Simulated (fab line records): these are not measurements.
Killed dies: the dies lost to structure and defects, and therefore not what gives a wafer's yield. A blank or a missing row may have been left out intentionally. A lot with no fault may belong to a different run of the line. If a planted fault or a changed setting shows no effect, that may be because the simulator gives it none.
A struck lot beside a sound one -- flow n5 finfet -- 41 steps out of a route of 1938
Sound: wafers L508.1, L508.4, L508.5. Struck: wafer L521.4. (L521.3, L521.5 of the same lot were not struck and are left out.) The cause comes at the end.
Per side, at each step with rows, come the tool, then ch with its chambers, and then its first start. Under that, the readings that differ: sound wafers -- struck wafers -- difference of the means -- sigmas: that difference in standard deviations of wafers without a fault.
alike: readings whose means differ by less than 2 such deviations, and words and numbers that are the same on both sides. not compared: withheld readings, readings that some wafer has no value for, bounds like >300 that may hide the same value, and numbers for which the record gives no deviation and whose values overlap.
Wherever a step has rows on one side only, a row that says differs or no value, or a row with sigmas, the two part there. Non-overlapping numbers with no deviation appear without sigmas and do not part them. Lack of a reading on every wafer of one side parts them only where that side has two or more wafers.

first, 4 steps without rows for these wafers: N5_BEOL_M0_WET_ETCH_106 (etches SiO2 in DHF, target depth 130 nm, rinse time 30 s); N5_BEOL_M0_ETCH_128 (etches SiCN in CF4/N2, target depth 12 nm, overetch 5.1 nm, time 21.4 s); N5_BEOL_M0_TRENCH_ETCH_107 (etches SiOC in C4F6/O2, target depth 32.8 nm, time 16.4 s); N5_BEOL_M0_STRIP_142 (strips in N2/H2, time 10 s).
N5_BEOL_M0_OCD_MEAS_108:
  struck on ocd-01, day 9 07:32; sound on ocd-01, day 6 07:01
  alike: trench depth nm
then, 7 steps without rows for these wafers: N5_BEOL_M0_HM_STRIP_129 (strips TiN in peroxide tin strip, target depth 17 nm, time 108 s); N5_BEOL_M0_SRD_130 (time 30 s); N5_BEOL_M0_ETCH_109 (etches SiCN in CH3F/O2, target depth 8 nm, overetch 2.4 nm, time 27.4 s); N5_BEOL_M0_STRIP_139 (strips in post etch residue remover, time 60 s); N5_BEOL_M0_SRD_111 (time 30 s); N5_BEOL_M0_DEGAS_112 (time 60 s); N5_BEOL_M0_PRE_CLEAN_113 (time 30 s).
N5_BEOL_M0_ALD_136: deposits TaN, pulse time 2 s, purge time 3 s, co reactant purge time 2 s.
  sound on ald metal-04 ch 0,2, day 6 08:01; struck on ald metal-04 ch 0, day 9 08:03
  alike: heater power w
  not compared: since wet clean h
then, 4 steps without rows for these wafers: N5_BEOL_M0_SURFACE_TREAT_137; N5_BEOL_M0_CVD_115 (deposits Co from CCTBA/H2, time 120 s); N5_BEOL_M0_SPUTTER_116 (material Cu, target thk 4 nm, time 7.37 s); N5_BEOL_M0_ANNEAL_117 (time 60 s).
N5_BEOL_M0_SPUTTER_132: material Cu, target thk 4 nm, time 7.37 s.
  struck on pvd sputter-01, day 9 09:23; sound on pvd sputter-03, day 6 08:51
  alike: throttle valve pct
then, 5 steps without rows for these wafers: N5_BEOL_M0_ANNEAL_133 (time 60 s); N5_BEOL_M0_SPUTTER_134 (material Cu, target thk 4 nm, time 7.37 s); N5_BEOL_M0_ANNEAL_135 (time 60 s); N5_BEOL_M0_SPUTTER_141 (material Cu, target thk 4 nm, time 7.37 s); N5_BEOL_M0_ECD_118 (material Cu, target thk 300 nm).
N5_BEOL_M0_ANNEAL_119: time 90 s.
  sound on rtp anneal-02 ch 0, day 6 10:26; struck on rtp anneal-02 ch 0, day 9 09:55
  alike: wafer_temp_C_max
then, 2 steps without rows for these wafers: N5_BEOL_M0_CMP_120 (polishes, stops on SiOC, t overpolish 6.9 s); N5_BEOL_M0_PRE_CLEAN_131 (time 15 s).
N5_BEOL_M0_CO_CAP_123: material Co, precursor CCTBA/H2, target thk 2 nm, time 102.1 s.
  sound on cvd co-02 ch 0, day 6 11:09; struck on cvd co-02 ch 2, day 9 10:29
  alike: heater power w
  not compared: since wet clean h
then, 2 steps without rows for these wafers: N5_BEOL_M0_PRE_CLEAN_124 (time 15 s); N5_BEOL_M0_DEP_125 (deposits SiCN from 3MS/NH3, target thk 8 nm, time 14 s).
N5_BEOL_M0_RS_MEAS_126: uses a four-point probe to measure.
  struck on film metro-01, day 9 10:41; sound on film metro-02, day 6 11:22
  alike: M0_RS
N5_BEOL_M1_ILD_DEP_00: deposits SiOC from DEMS/O2, target thk 79 nm, time 15.3 s.
  sound on pecvd-04 ch 0,1,2, day 6 11:26; struck on pecvd-02 ch 1, day 9 10:44
reading,sound,struck,difference,sigmas
rf fwd power W (W),490.8 491.0 488.9,496.9,+6.7,+3
  alike: heater power w, showerhead plenum p Torr, throttle valve pct
  not compared: since wet clean h
N5_BEOL_M1_THK_MEAS_01:
  struck on film metro-01, day 9 10:49; sound on film metro-01, day 6 11:29
  alike: M1_ILD_THK
then, 1 step without rows for these wafers: N5_BEOL_M1_PECVD_72 (deposits SiO2 from TEOS/O2, target thk 16 nm, time 18 s).
N5_BEOL_M1_HM_DEP_02: deposits TiN, target thk 20 nm.
  struck on pvd sputter-01, day 9 11:07; sound on pvd sputter-02, day 6 12:20
  alike: throttle valve pct
then, 6 steps without rows for these wafers: N5_BEOL_M1_COAT_61 (time 60 s, resist thk 60 nm); N5_BEOL_M1_COAT_62 (time 60 s, resist thk 12 nm); N5_BEOL_M1_COAT_73 (time 60 s, resist thk 5 nm); N5_BEOL_M1_COAT_05 (resist thk 30 nm); N5_BEOL_M1_EBR_07; N5_BEOL_M1_SOFTBAKE_06 (time 60 s).
-- a jump in the record: the struck wafers' starts before and after are 8 days apart (it breaks off in module BEOL_M1 and resumes in module PASSIVATION, where the first step shown is number 1936 of the route) --
N5_PASSIVATION_PROBE_49:
  struck on prober-01, day 17 04:17; sound on prober-01, day 14 08:33
reading,sound,struck,difference,sigmas
defect limited yield (%),88.7 89.7 89.0,76.9,-12.2,-9
killed_at_M0_to_M3,43 29 28,202,+169,+15
killed dies,133 122 130,273,+145,+9
sort_bin_5_function (%),6.4 5.3 5.9,13.9,+8.0,+9
sort n pass,1047 1058 1050,907,-145,-9
sort yield pct (%),88.7 89.7 89.0,76.9,-12.2,-9
  alike: killed_at_M4_up, killed at contacts, killed at front end, killed at other, killed open, killed short, sort_bin_6_memory, sort_bin_8_speed

== WHERE THEY PART ==
At N5_BEOL_M1_ILD_DEP_00 first; at N5_PASSIVATION_PROBE_49 last (within this record only).

WHY: whatever the simulator had introduced
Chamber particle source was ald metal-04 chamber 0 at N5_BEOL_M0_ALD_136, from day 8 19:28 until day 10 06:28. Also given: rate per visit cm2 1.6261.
